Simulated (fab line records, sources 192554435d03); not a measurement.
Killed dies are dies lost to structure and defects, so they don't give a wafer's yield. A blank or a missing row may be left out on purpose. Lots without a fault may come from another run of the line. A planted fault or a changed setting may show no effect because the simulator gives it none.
Split-lot experiment | flow n5_finfet | 7 lots, 21 wafers read, on a route of 1938 steps

THE SPLIT
At N5_BEOL_M13_COAT_04 (resist thk 400 nm), the setting spin_rpm was moved away from the recipe's 1625 rpm on 6 of the 21 wafers read, by -7.6% to +5.8%. The other wafers ran this setting at the recipe's value.

FROM THE SPLIT TO THE READING: what the file shows between them, 4 steps
- N5_BEOL_M13_EBR_06
- N5_BEOL_M13_SOFTBAKE_05: time 60 s
- N5_BEOL_M13_DESCUM_15: chemistry O2, time 7.9 s
- N5_BEOL_M13_ETCH_59: etches BARC in N2/H2, target depth 89 nm, overetch 26.7 nm, time 67.9 s

THE READING
coat_of_BEOL_M13_COAT_04.thk_nm (the simulator's own value, which no gauge read), in nm, at N5_BEOL_M13_VIA_ETCH_16 (etches SiOC in C4F8/O2/Ar, target depth 921.7 nm). The file gives no usual value for it. The 15 wafers here that ran the recipe average 73.0 nm, standard deviation 3.8 nm.

wafer  | tool, chamber at the split | spin_rpm as run, rpm | against the recipe | coat_of_BEOL_M13_COAT_04.thk_nm, nm | against lot-mates on the recipe
L076.2 | litho_track-05, 0          | 1625                 | recipe             | 78.4                                | -
L076.4 | litho_track-05, 0          | 1719                 | +5.8%              | 59.6                                | -18.8
L076.5 | litho_track-05, 0          | 1719                 | +5.8%              | 63.8                                | -14.6
L078.4 | litho_track-02, 0          | 1625                 | recipe             | 69.6                                | -
L078.5 | litho_track-02, 0          | 1625                 | recipe             | 65.4                                | -
L078.6 | litho_track-02, 0          | 1566                 | -3.6%              | 74.8                                | +7.3
L080.2 | litho_track-04, 0          | 1625                 | recipe             | 79                                  | -
L080.3 | litho_track-04, 0          | 1625                 | recipe             | 75.6                                | -
L080.4 | litho_track-04, 0          | 1625                 | recipe             | 68.2                                | -
L088.1 | litho_track-02, 0          | 1502                 | -7.6%              | 88                                  | +15.5
L088.2 | litho_track-02, 0          | 1625                 | recipe             | 74.8                                | -
L088.4 | litho_track-02, 0          | 1625                 | recipe             | 70.2                                | -
L087.1 | litho_track-02, 0          | 1625                 | recipe             | 77.8                                | -
L087.2 | litho_track-02, 0          | 1685                 | +3.7%              | 64.8                                | -13.0
L087.5 | litho_track-02, 0          | 1685                 | +3.7%              | 69                                  | -8.8
L089.1 | litho_track-02, 0          | 1625                 | recipe             | 71.4                                | -
L089.3 | litho_track-02, 0          | 1625                 | recipe             | 71.2                                | -
L089.4 | litho_track-02, 0          | 1625                 | recipe             | 69.8                                | -
L097.1 | litho_track-02, 0          | 1625                 | recipe             | 74.2                                | -
L097.3 | litho_track-02, 0          | 1625                 | recipe             | 75.4                                | -
L097.5 | litho_track-02, 0          | 1625                 | recipe             | 73.4                                | -

THE FIT
A straight line over all 21 wafers: coat_of_BEOL_M13_COAT_04.thk_nm changes by -1.79 nm for each +1% of spin_rpm; r = -0.81; the points scatter about the line by 3.7 nm.
The same after taking each lot's own level away (the mean of its wafers on the recipe; 21 wafers): -2.51 nm for each +1%; r = -0.94; scatter 2.6 nm.
On that fit, the largest move of spin_rpm shifts the reading by 19 nm.
The lots' own levels span 67.50 to 78.40 nm, that is 2.8 times the standard deviation above.
So the lot-to-lot level changes the slope: the two fits differ.
Check: with one of the wafers moved furthest among these (-7.6%) left out of the fit, the line predicts +20.6 nm for it against its lot-mates. It came out at +15.5 nm against them.

OTHER SPLITS ON THESE WAFERS
These wafers also went through other splits before the reading. Each is held against what the fit with the lots' levels taken away leaves over:
other split on the same wafers | wafers away from the commonest value | r with coat_of_BEOL_M13_COAT_04.thk_nm (lot level and that fit taken away)
N5_BEOL_M11_ETCH_41 time_s     | 8                                    | -0.23
N5_BEOL_M12_DEP_53 time_s      | 4                                    | +0.00

THE WHOLE CHAIN: every reading that the file lists as answering this split, in the file's order
step                    | what it does                                                            | reading                                                                          | change (the file's fit)              | r (the file's)
N5_BEOL_M13_COAT_04     | resist thk 400 nm                                                       | coat_of_BEOL_M13_COAT_04.thk_nm (the simulator's own value, which no gauge read) | -2.11 nm for each +1% of the setting | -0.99
N5_BEOL_M13_ETCH_59     | etches BARC in N2/H2, target depth 89 nm, overetch 26.7 nm, time 67.9 s | coat_of_BEOL_M13_COAT_04.thk_nm (the simulator's own value, which no gauge read) | -2.24 nm for each +1% of the setting | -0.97
N5_BEOL_M13_VIA_ETCH_16 | etches SiOC in C4F8/O2/Ar, target depth 921.7 nm                        | coat_of_BEOL_M13_COAT_04.thk_nm (the simulator's own value, which no gauge read) | -2.39 nm for each +1% of the setting | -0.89
N5_BEOL_M13_STRIP_63    | strips in N2/H2                                                         | strip_time_to_endpoint_s                                                         | withheld for each +1% of the setting | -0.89

THE FILE'S OWN FIT
coat_of_BEOL_M13_COAT_04.thk_nm changes by -2.39 nm for each +1% of spin_rpm, r = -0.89.
